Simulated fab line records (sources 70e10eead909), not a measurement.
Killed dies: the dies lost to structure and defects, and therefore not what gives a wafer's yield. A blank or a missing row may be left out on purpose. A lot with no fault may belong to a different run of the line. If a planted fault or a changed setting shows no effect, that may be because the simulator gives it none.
A lot that was struck, set against a sound lot ; flow nand_harc ; 15 out of 1302 route steps
Sound: wafers L517.1, L517.3, L517.4. Struck: wafer L535.2 (left out: L535.4, L535.6 of the same lot, which were not struck); the cause appears at the end.
Each step with rows lists, per side, the tool, then ch with its chambers, then its first start. Under that, the readings that differ: sound wafers ; struck wafers ; difference of the means ; sigmas: that difference in standard deviations of wafers without a fault.
alike: readings with means less than 2 such deviations apart, plus words and numbers identical on both sides. not compared: withheld readings, readings lacking a value on some wafer, bounds such as >300 that could conceal the same value, and numbers that have no deviation in the record and whose values overlap.
A row with sigmas, a row that says differs or no value, or rows on one side alone: a step with any of these is where the two part. Numbers that don't overlap but have no deviation are shown without sigmas and don't part them. A reading that every wafer of one side lacks parts them only if that side has two wafers or more.

first, 5 steps without rows for these wafers: NHARC_A_CONTACT_SOFTBAKE_37 (time 55 s); NHARC_A_CONTACT_EBR_38; NHARC_A_CONTACT_EXPOSE_39 (exposes mask A CC 3); NHARC_A_CONTACT_PEB_40 (peb time 65 s); NHARC_A_CONTACT_DEVELOP_41 (develop time 35 s).
NHARC_A_CONTACT_CD_MEAS_42: target cd 300 nm.
  sound on cd_sem-02 ch 0, day 23 02:08; struck on cd_sem-03 ch 0, day 30 08:09
  alike: cd_nm
NHARC_A_CONTACT_OVL_MEAS_43:
  sound on overlay-02, day 23 02:13; struck on overlay-01, day 30 08:14
  alike: overlay_x_nm, overlay_y_nm
NHARC_A_CONTACT_INSPECT_44:
  sound on defect_inspect-02, day 23 02:16; struck on defect_inspect-02, day 30 08:17
  alike: raw_defect_count
NHARC_A_CONTACT_DESCUM_47: chemistry O2, time 3 s.
  sound on rie_diel-11 ch 0,1,2, day 23 02:19; struck on rie_diel-11 ch 0, day 30 08:20
reading;sound;struck;difference;sigmas
rf_hours_counter_h (h);27 28 26;30;+3;
  alike: drypump_motor_current_A, mfc_ar_sccm, oes_product_au, rf_vpp_V, showerhead_plenum_p_Torr, throttle_valve_pct
NHARC_A_CONTACT_ETCH_48: etches the open film in CF4, target depth 39 nm, time 65 s.
  sound on rie_diel-11 ch 0,1,2, day 23 02:25; struck on rie_diel-11 ch 0, day 30 08:25
reading;sound;struck;difference;sigmas
rf_hours_counter_h (h);26 28 27;30;+3;
  alike: drypump_motor_current_A, mfc_ar_sccm, oes_product_au, rf_vpp_V, run_length_s, showerhead_plenum_p_Torr, throttle_valve_pct
NHARC_A_CONTACT_ETCH_49: etches the open film in N2/H2, target depth 260 nm, time 475.3 s.
  sound: rie_diel-11 ch 0,1,3; struck: rie_diel-11 ch 2
reading;sound;struck;difference;sigmas
rf_hours_counter_h (h);28 25 27;34;+7;
  alike: drypump_motor_current_A, h2_flow_sccm, mfc_ar_sccm, oes_product_au, rf_vpp_V, run_length_s, showerhead_plenum_p_Torr, throttle_valve_pct
NHARC_A_CONTACT_ETCH_50: etches the open film in CF4/CHF3, target depth 121 nm, time 60.5 s.
  sound: rie_diel-11 ch 0,1,2; struck: rie_diel-11 ch 1
reading;sound;struck;difference;sigmas
oes_product_au (a.u.);0.944 0.939 0.945;0.989;+0.046;+2
rf_hours_counter_h (h);28 27 26;29;+2;
  alike: chf3_flow_sccm, drypump_motor_current_A, mfc_ar_sccm, rf_vpp_V, run_length_s, showerhead_plenum_p_Torr, throttle_valve_pct
NHARC_A_CONTACT_ETCH_51: etches the open film in O2/COS, target depth 7000 nm, time 1820 s.
  sound on rie_diel-11 ch 1,2,3, day 23 03:04; struck on rie_diel-11 ch 1, day 30 09:05
reading;sound;struck;difference;sigmas
rf_hours_counter_h (h);26 28 26;30;+3;
run_length_s (s);1840.8 1840.9 1840.9;1574.1;-266.8;-99 or more
  alike: drypump_motor_current_A, mfc_ar_sccm, oes_product_au, rf_vpp_V, showerhead_plenum_p_Torr, throttle_valve_pct
NHARC_A_CONTACT_ETCH_111: etches the open film in C4F8/O2/Ar, time 140 s, target depth 700 nm.
  sound on har_cap_etch-03 ch 0,1, day 23 04:10; struck on har_cap_etch-01 ch 1, day 30 10:10
  alike: run_length_s
  not compared: rf_hours_counter_h
NHARC_END_SORT_01:
  the record has rows for the sound wafers here (prober-02 ch 0, day 26 01:37) and none for the struck ones

WHERE THEY PART
Earliest at NHARC_A_CONTACT_ETCH_50; latest, in this record, at NHARC_END_SORT_01.

WHY: what had been put in by the simulator
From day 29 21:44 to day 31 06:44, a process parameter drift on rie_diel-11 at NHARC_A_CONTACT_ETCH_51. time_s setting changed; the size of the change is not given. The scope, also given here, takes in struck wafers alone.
